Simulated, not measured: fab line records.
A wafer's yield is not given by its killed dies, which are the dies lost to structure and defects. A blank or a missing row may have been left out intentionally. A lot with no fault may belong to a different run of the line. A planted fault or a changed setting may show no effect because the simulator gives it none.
fab line records	flow nand-harc
record lots=6	wafers=18	last-day=32
route steps=1302 shown A_DECK1_JOINT@541 A_ONON_D2@545 END@1302
lots that met no fault: from a run of the same line without faults
start-h: hours from the record's opening day to when the first of the lot's shown wafers began	wait-h: hours since the lot's step before	" same as the row above	L1.1+2: a row that stands for several wafers	- no value present, or no start provided	* or withheld: withheld	< > ~ a bound
route shown NAME@n: names a module that has steps shown in the file, with the first one's number in the route	usual: the fault-free wafers' mean and standard deviation	same: alike in all rows	chamber/n: place in a boat	sites: the reading at each site	_std_site: the standard deviation of these	_edge_site: inner sites' mean taken away from outer sites' mean	radius-mm: how far each site lies from the wafer's centre	mask NAME#n: copy n	behind: the tool/chamber that last shaped the wafer	hold: why the lot went on hold/how many hours it stayed there/how the hold came to an end	device: names the non-switching transistor (n, p or np)	end of line: tests run on the same wafers once the route is complete	a step without rows: its recipe alone	killed: dies that structure and defects cost at the first sort, which is not the same as the wafer's yield	map: dies across one wafer; x = killed, . = not, _ = none there
set.NAME: the setting the step ran with; set.NAME@STEP: the setting that earlier step ran with	model.NAME: the simulator's own value behind a step, which no gauge read
lots seen at some steps along the route; tables by step, rows by wafer
services: the hour from which a tool's chamber was out of use, counted from the record's first day as start-h (under 0 if before that day), plus the number of hours and why
## steps
# step NHARC_A_DECK1_JOINT_SRD_15
# step NHARC_A_DECK1_JOINT_DEP_16
# recipe target-thk-a=450	temp-c=400	pressure-torr=6.5	rf-w=900	teos-flow-sccm=161.4	flow-sccm=2650	target-thk-nm=45	gas=O2	material=SiO2
# usual heater-power-outer-w=314/59	heater-power-w=557/96	throttle-valve-pct=16.1/0.51
lot.wafer	tool	chamber	start-h	wait-h	heater-power-outer-w	heater-power-w	since-wet-clean-h	throttle-valve-pct
L332.2	pecvd-04	1	300.55	0.1	265	539	166	16.3
L332.1	"	0	"	"	219	459	167	15.5
L332.4	"	0	"	"	220	463	-	15.3
L331.3	pecvd-03	0	300.68	0.1	261	432	103	16.1
L331.5	"	1	"	"	280	502	-	16.2
L331.4	"	2	"	"	422	755	-	16.8
L341.3	pecvd-04	2	394.43	0.1	277	468	79	15.9
L341.6	"	0	"	"	219	449	-	14.9
L341.5	"	1	"	"	362	674	-	15.7
L342.1	pecvd-01	1	399.90	0.1	379	608	76	15.5
L342.2	"	0	"	"	270	504	76	16.2
L342.4	"	2	"	"	305	552	-	16.7
L343.2	pecvd-03	0	419.81	0.1	232	400	41	15.9
L343.1	"	2	"	"	441	801	41	16.6
L343.6	"	1	"	"	247	456	-	16.2
L349.6	pecvd-03	1	465.20	0.2	235	456	-	16.5
L349.4	"	2	"	"	404	733	-	16.7
L349.5	"	0	"	"	280	481	-	15.9
# step NHARC_A_DECK1_JOINT_THK_MEAS_17
# recipe thk-meas-gauge=ellipsometry
# usual thk-nm=44.9/1.1
lot.wafer	tool	chamber	start-h	wait-h	thk-nm
L332.1	film-metro-02	-	300.83	0.2	48.2
L332.2	"	-	"	"	44.9
L332.4	"	-	"	"	44.9
L331.3	film-metro-01	-	300.90	0.2	44.7
L331.4	"	-	"	"	41.7
L331.5	"	-	"	"	47.7
L341.3	film-metro-01	-	394.66	0.2	44.9
L341.5	"	-	"	"	42.5
L341.6	"	-	"	"	44.0
L342.1	film-metro-01	-	400.17	0.3	44.4
L342.2	"	-	"	"	45.4
L342.4	"	-	"	"	42.9
L343.1	film-metro-02	-	420.08	0.2	44.3
L343.2	"	-	"	"	46.0
L343.6	"	-	"	"	45.0
L349.4	film-metro-02	-	465.39	0.1	45.3
L349.5	"	-	"	"	44.3
L349.6	"	-	"	"	43.8
# step NHARC_A_DECK1_JOINT_INSPECT_05
# usual raw-defect-count=332/140
lot.wafer	tool	chamber	start-h	wait-h	raw-defect-count
L332.1	defect-inspect-02	-	300.86	0.0	228
L332.2	"	-	"	"	267
L332.4	"	-	"	"	318
L331.3	defect-inspect-01	-	300.94	0.0	306
L331.4	"	-	"	"	265
L331.5	"	-	"	"	481
L341.3	defect-inspect-01	-	394.69	0.0	248
L341.5	"	-	"	"	386
L341.6	"	-	"	"	298
L342.1	defect-inspect-01	-	400.21	0.0	211
L342.2	"	-	"	"	179
L342.4	"	-	"	"	274
L343.1	defect-inspect-02	-	420.12	0.0	256
L343.2	"	-	"	"	295
L343.6	"	-	"	"	278
L349.4	defect-inspect-01	-	465.43	0.0	201
L349.5	"	-	"	"	231
L349.6	"	-	"	"	223
# step NHARC_A_ONON_D2_DEP_00
# recipe target-thk-a=10000	n2-flow-sccm=2750	n2o-flow-sccm=2000	nh3-flow-sccm=500	sih4-flow-sccm=210	temp-c=400
# step NHARC_A_ONON_D2_THK_MEAS_02
# recipe thk-meas-gauge=ellipsometry
# usual thk-nm=1000/11
lot.wafer	tool	chamber	start-h	wait-h	thk-nm
L332.1	film-metro-01	-	301.44	-	1007
L332.2	"	-	"	"	1007
L332.4	"	-	"	"	1007
L331.3	film-metro-02	-	301.51	-	1011
L331.4	"	-	"	"	1010
L331.5	"	-	"	"	1012
L341.3	film-metro-02	-	395.29	-	996
L341.5	"	-	"	"	996
L341.6	"	-	"	"	994
L342.1	film-metro-02	-	400.79	-	971
L342.2	"	-	"	"	974
L342.4	"	-	"	"	973
L343.1	film-metro-01	-	420.70	-	995
L343.2	"	-	"	"	997
L343.6	"	-	"	"	994
L349.4	film-metro-01	-	466.00	-	999
L349.5	"	-	"	"	1001
L349.6	"	-	"	"	1000
# step NHARC_A_ONON_D2_DEP_03
# recipe target-thk-a=10000	n2-flow-sccm=2750	n2o-flow-sccm=2000	nh3-flow-sccm=500	sih4-flow-sccm=210	temp-c=400
# step NHARC_A_ONON_D2_THK_MEAS_05
# recipe thk-meas-gauge=ellipsometry
# usual thk-nm=999/11
lot.wafer	tool	chamber	start-h	wait-h	thk-nm
L332.1	film-metro-01	-	302.01	-	1003
L332.2	"	-	"	"	1002
L332.4	"	-	"	"	1003
L331.3	film-metro-02	-	302.08	-	1022
L331.4	"	-	"	"	1022
L331.5	"	-	"	"	1022
L341.3	film-metro-02	-	395.86	-	1005
L341.5	"	-	"	"	1005
L341.6	"	-	"	"	1007
L342.1	film-metro-01	-	401.36	-	998
L342.2	"	-	"	"	999
L342.4	"	-	"	"	998
L343.1	film-metro-02	-	421.27	-	994
L343.2	"	-	"	"	993
L343.6	"	-	"	"	995
L349.4	film-metro-02	-	466.57	-	1025
L349.5	"	-	"	"	1026
L349.6	"	-	"	"	1024
# step NHARC_A_ONON_D2_DEP_06
# recipe target-thk-a=10000	n2-flow-sccm=2750	n2o-flow-sccm=2000	nh3-flow-sccm=500	sih4-flow-sccm=210	temp-c=400
# step NHARC_A_ONON_D2_THK_MEAS_08
# recipe thk-meas-gauge=ellipsometry
# usual thk-nm=997/7.4
lot.wafer	tool	chamber	start-h	wait-h	thk-nm
L332.1	film-metro-02	-	302.57	-	1015
L332.2	"	-	"	"	1015
L332.4	"	-	"	"	1018
L331.3	film-metro-01	-	302.65	-	993
L331.4	"	-	"	"	994
L331.5	"	-	"	"	993
L341.3	film-metro-01	-	396.42	-	998
L341.5	"	-	"	"	999
L341.6	"	-	"	"	998
L342.1	film-metro-01	-	401.92	-	996
L342.2	"	-	"	"	995
L342.4	"	-	"	"	996
L343.1	film-metro-02	-	421.83	-	986
L343.2	"	-	"	"	986
L343.6	"	-	"	"	988
L349.4	film-metro-02	-	467.14	-	1001
L349.5	"	-	"	"	1000
L349.6	"	-	"	"	1000
# step NHARC_A_ONON_D2_DEP_09
# recipe target-thk-a=10000	n2-flow-sccm=2750	n2o-flow-sccm=2000	nh3-flow-sccm=500	sih4-flow-sccm=210	temp-c=400
# step NHARC_A_ONON_D2_THK_MEAS_11
# recipe thk-meas-gauge=ellipsometry
# usual thk-nm=999/8.1
lot.wafer	tool	chamber	start-h	wait-h	thk-nm
L332.1	film-metro-01	-	303.14	-	991
L332.2	"	-	"	"	992
L332.4	"	-	"	"	989
L331.3	film-metro-02	-	303.22	-	1004
L331.4	"	-	"	"	1002
L331.5	"	-	"	"	1004
L341.3	film-metro-01	-	396.98	-	994
L341.5	"	-	"	"	993
L341.6	"	-	"	"	995
L342.1	film-metro-02	-	402.49	-	1001
L342.2	"	-	"	"	1002
L342.4	"	-	"	"	1001
L343.1	film-metro-01	-	422.41	-	996
L343.2	"	-	"	"	997
L343.6	"	-	"	"	994
L349.4	film-metro-01	-	467.70	-	991
L349.5	"	-	"	"	991
L349.6	"	-	"	"	990
# step NHARC_A_ONON_D2_DEP_12
# recipe target-thk-a=10000	n2-flow-sccm=2750	n2o-flow-sccm=2000	nh3-flow-sccm=500	sih4-flow-sccm=210	temp-c=400
lot.wafer	tool	chamber	start-h	wait-h
L332.1+2+4	pecvd-onon-03	0	303.20	0.1
L331.3+4+5	pecvd-onon-02	0	303.39	0.2
L341.3+5+6	pecvd-onon-03	0	397.15	0.2
L342.1+2+4	pecvd-onon-03	0	402.54	0.1
L343.1+2+6	pecvd-onon-02	0	422.46	0.1
L349.4+5+6	pecvd-onon-01	0	467.93	0.2
# step NHARC_A_ONON_D2_THK_MEAS_14
# recipe thk-meas-gauge=ellipsometry
# usual thk-nm=1002/9.5
lot.wafer	tool	chamber	start-h	wait-h	hold	thk-nm
L332.1	film-metro-02	-	303.71	-	-	990
L332.2	"	-	"	"	-	990
L332.4	"	-	"	"	-	991
L331.3	film-metro-01	-	303.78	-	-	993
L331.4	"	-	"	"	-	992
L331.5	"	-	"	"	-	993
L341.3	film-metro-01	-	397.55	-	await-dispo/0.2h/release	930
L341.5	"	-	"	"	await-dispo/0.2h/release	930
L341.6	"	-	"	"	await-dispo/0.2h/release	928
L341.3	film-metro-01	-	397.72	0.2	-	930
L341.5	"	-	"	"	-	928
L341.6	"	-	"	"	-	928
L342.1	film-metro-01	-	403.06	-	await-dispo/0.2h/release	933
L342.2	"	-	"	"	await-dispo/0.2h/release	935
L342.4	"	-	"	"	await-dispo/0.2h/release	932
L342.1	film-metro-01	-	403.23	0.2	-	933
L342.2	"	-	"	"	-	934
L342.4	"	-	"	"	-	934
L343.1	film-metro-02	-	422.97	-	-	1012
L343.2	"	-	"	"	-	1009
L343.6	"	-	"	"	-	1008
L349.4	film-metro-02	-	468.26	-	-	988
L349.5	"	-	"	"	-	988
L349.6	"	-	"	"	-	989
# step NHARC_END_SORT_01
# recipe temp-c=25
# usual killed-at-array=54/21	killed-at-other=1.0/1.2	killed-at-periphery=3.6/2.6	killed-dies=58/20	killed-open=3.3/1.9	killed-short=2.6/1.5
# same gross-dies=677
lot.wafer	tool	chamber	start-h	wait-h	hold	killed-at-array	killed-at-other	killed-at-periphery	killed-dies	killed-open	killed-short
L331.3	prober-01	0	588.59	3.1	-	18	0	2	20	3	2
L331.4	prober-01	0	589.38	3.4	-	21	0	2	23	4	1
L331.5	prober-01	0	590.17	3.7	-	23	0	3	26	2	3
L332.1	prober-01	0	594.77	2.5	-	55	0	1	56	3	1
L332.2	prober-01	0	595.57	2.8	-	49	0	2	51	8	1
L332.4	prober-01	0	597.16	3.4	-	46	0	2	48	4	2
L342.1	prober-01	0	687.50	2.6	await-dispo/5.5h/scrap	666	0	11	677	4	1
L342.2	prober-01	0	688.30	2.8	await-dispo/5.5h/scrap	671	0	6	677	1	1
L342.4	prober-01	0	689.90	3.4	await-dispo/5.5h/scrap	670	0	7	677	2	3
L341.3	prober-02	0	689.03	3.1	await-dispo/10.0h/scrap	675	1	1	677	0	3
L341.5	prober-02	0	690.65	3.7	await-dispo/10.0h/scrap	673	0	4	677	4	3
L341.6	prober-02	0	691.46	4.0	await-dispo/10.0h/scrap	675	1	1	677	5	2
L343.1	prober-01	0	729.03	2.5	-	68	0	3	71	3	1
L343.2	prober-01	0	729.82	2.8	-	80	0	9	89	4	4
L343.6	prober-01	0	732.99	4.0	-	58	1	1	60	1	3
L349.4	prober-02	0	767.39	3.4	-	67	0	0	67	6	2
L349.5	prober-02	0	768.19	3.7	-	51	0	0	51	1	1
L349.6	prober-02	0	768.99	4.0	-	50	2	2	54	4	0
# killed by level:class
L331.3 A_CHANNEL_HOLE_D2:chamber-film-flake=7 A_M0:geometric-particle:open=2 A_STAIRCASE:chamber-film-flake=2 A_CONTACT:chamber-film-flake=2 A_CHANNEL_FILL_D1:geometric-particle:open=1 A_CHANNEL_FILL_D1:geometric-particle:short=1 A_ONON_D2:geometric-particle:short=1 P_ZERO_WELL:chamber-film-flake=1
L331.4 A_CHANNEL_HOLE_D2:chamber-film-flake=6 A_CONTACT:chamber-film-flake=5 A_ONON_D2:geometric-particle:open=2 A_CHANNEL_HOLE_D1:chamber-film-flake=2 A_CHANNEL_FILL_D2:geometric-particle:short=1 A_CONTACT:geometric-particle:open=1 A_M0:geometric-particle:open=1 P_ZERO_WELL:chamber-film-flake=1
L331.5 A_CHANNEL_HOLE_D2:chamber-film-flake=5 A_CONTACT:chamber-film-flake=5 A_CHANNEL_HOLE_D1:chamber-film-flake=3 A_M1:chamber-film-flake=2 A_ONON_D1:geometric-particle:short=1 A_CHANNEL_HOLE_D1:geometric-particle:short=1 A_ONON_D2:geometric-particle:short=1 A_CHANNEL_FILL_D2:geometric-particle:open=1
L332.1 A_CHANNEL_HOLE_D1:chamber-film-flake=36 A_CHANNEL_HOLE_D2:chamber-film-flake=6 A_CONTACT:chamber-film-flake=5 A_CHANNEL_FILL_D1:geometric-particle:open=1 A_DECK1_JOINT:geometric-particle:open=1 A_CHANNEL_FILL_D2:geometric-particle:short=1 A_M1:geometric-particle:open=1 P_STI:chamber-film-flake=1
L332.2 A_CHANNEL_HOLE_D1:chamber-film-flake=25 A_CHANNEL_HOLE_D2:chamber-film-flake=7 A_DECK1_JOINT:chamber-film-flake=4 A_M0:geometric-particle:open=3 A_CHANNEL_FILL_D1:chamber-film-flake=2 A_STAIRCASE:chamber-film-flake=2 A_CONTACT:chamber-film-flake=2 P_GATE:geometric-particle:open=1
L332.4 A_CHANNEL_HOLE_D1:chamber-film-flake=28 A_CHANNEL_HOLE_D2:chamber-film-flake=6 A_BLC:geometric-particle:open=3 P_ZERO_WELL:chamber-film-flake=2 A_CONTACT:chamber-film-flake=2 A_ONON_D2:geometric-particle:open=1 A_CHANNEL_FILL_D2:geometric-particle:short=1 A_WL_FILL:geometric-particle:short=1
L342.1 A_ONON_D2:area-dep=637 A_CHANNEL_HOLE_D1:chamber-film-flake=8 P_GATE:chamber-film-flake=6 A_CONTACT:chamber-film-flake=6 A_CHANNEL_FILL_D2:chamber-film-flake=3 A_STAIRCASE:chamber-film-flake=3 A_SLIT:chamber-film-flake=3 A_M0:geometric-particle:open=2
L342.2 A_ONON_D2:area-dep=644 A_STAIRCASE:chamber-film-flake=9 A_CHANNEL_HOLE_D1:chamber-film-flake=6 A_SLIT:chamber-film-flake=5 P_GATE:chamber-film-flake=4 A_CONTACT:chamber-film-flake=3 P_M0:geometric-particle:open=1 A_ONON_D2:geometric-particle:short=1
L341.3 A_ONON_D2:area-dep=657 A_CHANNEL_HOLE_D1:chamber-film-flake=6 A_WL_FILL:chamber-film-flake=5 A_CHANNEL_FILL_D2:chamber-film-flake=2 A_DECK1_JOINT:geometric-particle:short=1 A_ONON_D2:geometric-particle:short=1 A_M0:geometric-particle:short=1 P_GATE:chamber-film-flake=1
L342.4 A_ONON_D2:area-dep=632 A_CHANNEL_HOLE_D1:chamber-film-flake=11 A_SLIT:chamber-film-flake=6 P_GATE:chamber-film-flake=5 A_CHANNEL_FILL_D2:chamber-film-flake=4 A_CONTACT:chamber-film-flake=4 A_ZERO_WELL:chamber-film-flake=3 A_CHANNEL_FILL_D1:chamber-film-flake=3
L341.5 A_ONON_D2:area-dep=652 A_CHANNEL_HOLE_D1:chamber-film-flake=5 A_WL_FILL:chamber-film-flake=4 A_STAIRCASE:chamber-film-flake=3 A_ONON_D1:geometric-particle:short=2 A_SLIT:chamber-film-flake=2 P_GATE:geometric-particle:open=1 P_M0:geometric-particle:open=1
L341.6 A_ONON_D2:area-dep=653 A_CHANNEL_HOLE_D1:chamber-film-flake=6 A_WL_FILL:chamber-film-flake=5 A_ONON_D2:geometric-particle:open=2 A_SLIT:chamber-film-flake=2 P_M1:geometric-particle:short=1 A_CHANNEL_HOLE_D2:geometric-particle:short=1 A_CHANNEL_FILL_D2:geometric-particle:open=1
L343.1 A_CHANNEL_HOLE_D1:chamber-film-flake=29 A_SLIT:chamber-film-flake=25 A_CONTACT:chamber-film-flake=6 A_CHANNEL_HOLE_D2:chamber-film-flake=3 P_CONTACT:chamber-film-flake=2 A_ONON_D1:geometric-particle:open=1 A_CHANNEL_FILL_D1:geometric-particle:open=1 A_CHANNEL_FILL_D2:geometric-particle:open=1
L343.2 A_CHANNEL_HOLE_D1:chamber-film-flake=32 A_SLIT:chamber-film-flake=20 A_CHANNEL_HOLE_D2:chamber-film-flake=8 A_CONTACT:chamber-film-flake=6 P_BONDPAD:chamber-film-flake=5 A_CHANNEL_FILL_D1:chamber-film-flake=4 A_CHANNEL_FILL_D1:geometric-particle:short=2 P_CONTACT:chamber-film-flake=2
L343.6 A_CHANNEL_HOLE_D1:chamber-film-flake=24 A_SLIT:chamber-film-flake=17 A_CHANNEL_HOLE_D2:chamber-film-flake=5 A_CONTACT:chamber-film-flake=5 A_CHANNEL_FILL_D1:chamber-film-flake=3 A_CHANNEL_FILL_D2:geometric-particle:short=2 P_CONTACT:geometric-particle:short=1 A_DECK1_JOINT:geometric-particle:open=1
L349.4 A_SLIT:chamber-film-flake=34 A_CONTACT:chamber-film-flake=13 A_CHANNEL_HOLE_D1:chamber-film-flake=10 A_CHANNEL_FILL_D2:geometric-particle:open=2 A_ONON_D1:geometric-particle:open=1 A_ONON_D2:geometric-particle:open=1 A_CHANNEL_HOLE_D2:geometric-particle:open=1 A_CHANNEL_HOLE_D2:geometric-particle:short=1
L349.5 A_SLIT:chamber-film-flake=30 A_CHANNEL_HOLE_D1:chamber-film-flake=7 A_CONTACT:chamber-film-flake=7 A_STAIRCASE:chamber-film-flake=3 A_DECK1_JOINT:chamber-film-flake=2 A_ONON_D1:geometric-particle:short=1 A_ONON_D1:geometric-particle:open=1
L349.6 A_SLIT:chamber-film-flake=19 A_CHANNEL_HOLE_D1:chamber-film-flake=11 A_CONTACT:chamber-film-flake=10 THIN_TSV:chamber-film-flake=2 A_SOURCE_PLATE:geometric-particle:open=1 A_CHANNEL_HOLE_D1:geometric-particle:open=1 A_ONON_D2:geometric-particle:open=1 A_M0:geometric-particle:open=1
# map L341.3 (x killed, . not)
____________x____________
_________xxxxxxx_________
_______xxxxxxxxxxx_______
______xxxxxxxxxxxxx______
_____xxxxxxxxxxxxxxx_____
____xxxxxxxxxxxxxxxxx____
____xxxxxxxxxxxxxxxxx____
___xxxxxxxxxxxxxxxxxxx___
___xxxxxxxxxxxxxxxxxxx___
__xxxxxxxxxxxxxxxxxxxxx__
__xxxxxxxxxxxxxxxxxxxxx__
_xxxxxxxxxxxxxxxxxxxxxxx_
_xxxxxxxxxxxxxxxxxxxxxxx_
_xxxxxxxxxxxxxxxxxxxxxxx_
_xxxxxxxxxxxxxxxxxxxxxxx_
_xxxxxxxxxxxxxxxxxxxxxxx_
xxxxxxxxxxxxxxxxxxxxxxxxx
xxxxxxxxxxxxxxxxxxxxxxxxx
xxxxxxxxxxxxxxxxxxxxxxxxx
xxxxxxxxxxxxxxxxxxxxxxxxx
xxxxxxxxxxxxxxxxxxxxxxxxx
_xxxxxxxxxxxxxxxxxxxxxxx_
_xxxxxxxxxxxxxxxxxxxxxxx_
_xxxxxxxxxxxxxxxxxxxxxxx_
_xxxxxxxxxxxxxxxxxxxxxxx_
_xxxxxxxxxxxxxxxxxxxxxxx_
__xxxxxxxxxxxxxxxxxxxxx__
__xxxxxxxxxxxxxxxxxxxxx__
___xxxxxxxxxxxxxxxxxxx___
___xxxxxxxxxxxxxxxxxxx___
____xxxxxxxxxxxxxxxxx____
____xxxxxxxxxxxxxxxxx____
_____xxxxxxxxxxxxxxx_____
______xxxxxxxxxxxxx______
_______xxxxxxxxxxx_______
_________xxxxxxx_________
____________x____________
# map L342.1 (x killed, . not)
____________x____________
_________xxxxxxx_________
_______xxxxxxxxxxx_______
______xxxxxxxxxxxxx______
_____xxxxxxxxxxxxxxx_____
____xxxxxxxxxxxxxxxxx____
____xxxxxxxxxxxxxxxxx____
___xxxxxxxxxxxxxxxxxxx___
___xxxxxxxxxxxxxxxxxxx___
__xxxxxxxxxxxxxxxxxxxxx__
__xxxxxxxxxxxxxxxxxxxxx__
_xxxxxxxxxxxxxxxxxxxxxxx_
_xxxxxxxxxxxxxxxxxxxxxxx_
_xxxxxxxxxxxxxxxxxxxxxxx_
_xxxxxxxxxxxxxxxxxxxxxxx_
_xxxxxxxxxxxxxxxxxxxxxxx_
xxxxxxxxxxxxxxxxxxxxxxxxx
xxxxxxxxxxxxxxxxxxxxxxxxx
xxxxxxxxxxxxxxxxxxxxxxxxx
xxxxxxxxxxxxxxxxxxxxxxxxx
xxxxxxxxxxxxxxxxxxxxxxxxx
_xxxxxxxxxxxxxxxxxxxxxxx_
_xxxxxxxxxxxxxxxxxxxxxxx_
_xxxxxxxxxxxxxxxxxxxxxxx_
_xxxxxxxxxxxxxxxxxxxxxxx_
_xxxxxxxxxxxxxxxxxxxxxxx_
__xxxxxxxxxxxxxxxxxxxxx__
__xxxxxxxxxxxxxxxxxxxxx__
___xxxxxxxxxxxxxxxxxxx___
___xxxxxxxxxxxxxxxxxxx___
____xxxxxxxxxxxxxxxxx____
____xxxxxxxxxxxxxxxxx____
_____xxxxxxxxxxxxxxx_____
______xxxxxxxxxxxxx______
_______xxxxxxxxxxx_______
_________xxxxxxx_________
____________x____________
## services
tool	chamber	start-h	hours	kind
pecvd-04	-	302.09	13.0	pm
pecvd-04	0	302.09	13.0	vent-cycle
pecvd-04	1	302.09	13.0	vent-cycle
pecvd-04	2	302.09	13.0	vent-cycle
pecvd-01	-	311.06	13.0	pm
pecvd-04	0	315.09	-	clean
pecvd-04	1	315.09	-	clean
pecvd-04	2	315.09	-	clean
pecvd-03	-	325.54	0.6	repair
pecvd-03	-	366.00	13.0	pm
pecvd-03	0	366.00	13.0	vent-cycle
pecvd-03	1	366.00	13.0	vent-cycle
pecvd-03	2	366.00	13.0	vent-cycle
pecvd-onon-02	-	366.00	13.0	pm
pecvd-03	0	379.00	-	clean
pecvd-03	1	379.00	-	clean
pecvd-03	2	379.00	-	clean
pecvd-01	0	402.94	29.7	repair
pecvd-onon-03	-	408.19	13.0	pm
pecvd-01	2	430.40	5.9	repair
pecvd-04	-	430.49	0.8	repair
pecvd-04	-	444.55	1.4	repair
pecvd-onon-01	-	450.27	13.0	pm
pecvd-03	2	453.49	7.7	repair
## key
first-sign step=NHARC_A_ONON_D2_THK_MEAS_14	reading=visit	direction=added
effect step=NHARC_A_ONON_D2_THK_MEAS_14	reading=thk-nm	direction=down	sigmas=7.4	usual=1002	struck=931
effect step=NHARC_END_SORT_01	reading=killed-dies	direction=up	sigmas=30	usual=58	struck=677
more-kills-born-at NHARC_A_ONON_D2_DEP_12@pecvd-onon-03=3875
met-at NHARC_A_ONON_D2_DEP_12
struck-wafers L341.3,L341.5,L341.6,L342.1,L342.2,L342.4
later-rows-left-out L341.3,L341.5,L341.6,L342.1,L342.2,L342.4
tester-left-out L341,L342
onset-between 303.20 397.15
fault kind=process-parameter-drift	tool=pecvd-onon-03	chamber=-	onset-h=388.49	steps=NHARC_A_ONON_D2_DEP_12	channel=target-thk-a	offset=*	shape=step	end-h=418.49	acts-in=*	stated=*
# tester-left-out: of these lots the tester's yield and bins aren't shown, on N5 and GAA mostly nor the transistor test; their killed dies are dies lost to structure and defects alone, not to doping, threshold or leakage, so they don't give the yield
# later-rows-left-out: the simulator's readings of these wafers behind a module that went badly wrong aren't trusted and aren't shown, but for the sort
